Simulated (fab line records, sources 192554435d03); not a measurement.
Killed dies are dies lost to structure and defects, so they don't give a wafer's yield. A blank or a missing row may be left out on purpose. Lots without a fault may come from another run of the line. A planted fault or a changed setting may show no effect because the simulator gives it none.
Chamber matching | flow n5_finfet | N5_BEOL_M7_ETCH_65 on rie_diel-02: 4 sister chambers
The step etches SiARC in CF4, target depth 15.6 nm, time 26 s. 4 wafers are shown with their chamber, then 10 later ones without.

WAFERS WITH THEIR CHAMBER
wafer  | chamber | drypump_motor_current_A (A)
L083.2 | 3       | 5.1
L091.4 | 2       | 5.7
L092.2 | 0       | 6.0
L092.5 | 1       | 5.9

WAFERS WITHOUT THEIR CHAMBER
wafer  | drypump_motor_current_A (A)
L092.6 | 6.0
L094.4 | 5.9
L094.5 | 5.9
L094.6 | 5.8
L095.1 | 5.7
L095.5 | 6.0
L095.6 | 5.0
L096.1 | 5.9
L096.2 | 5.1
L096.3 | 6.0

WHICH CHAMBER EACH WENT THROUGH
wafer  | from the rows above     | in truth
L092.6 | 0                       | 0
L094.4 | 1                       | 1
L094.5 | 1                       | 1
L094.6 | can't be placed: 2 or 1 | 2
L095.1 | 2                       | 2
L095.5 | 0                       | 0
L095.6 | 3                       | 3
L096.1 | 1                       | 1
L096.2 | 3                       | 3
L096.3 | 0                       | 0
Placed correctly: 9 of 10. Can't be placed from these rows: 1 (the true chamber is among the candidates in 1). Placed wrongly: 0.
How it was worked out, from the rows above alone: a wafer's distance from a chamber is the root of the sum, over the readings, of the square of ((its reading less the chamber's mean) divided by the reading's scatter). The wafer belongs to the nearest chamber; if the next one is less than 2 further off, it can't be placed. A chamber's mean is the mean of its shown wafers. The scatter: with one shown wafer a chamber, the root of the mean of the squares of how far each hidden wafer lies from its nearest shown one.
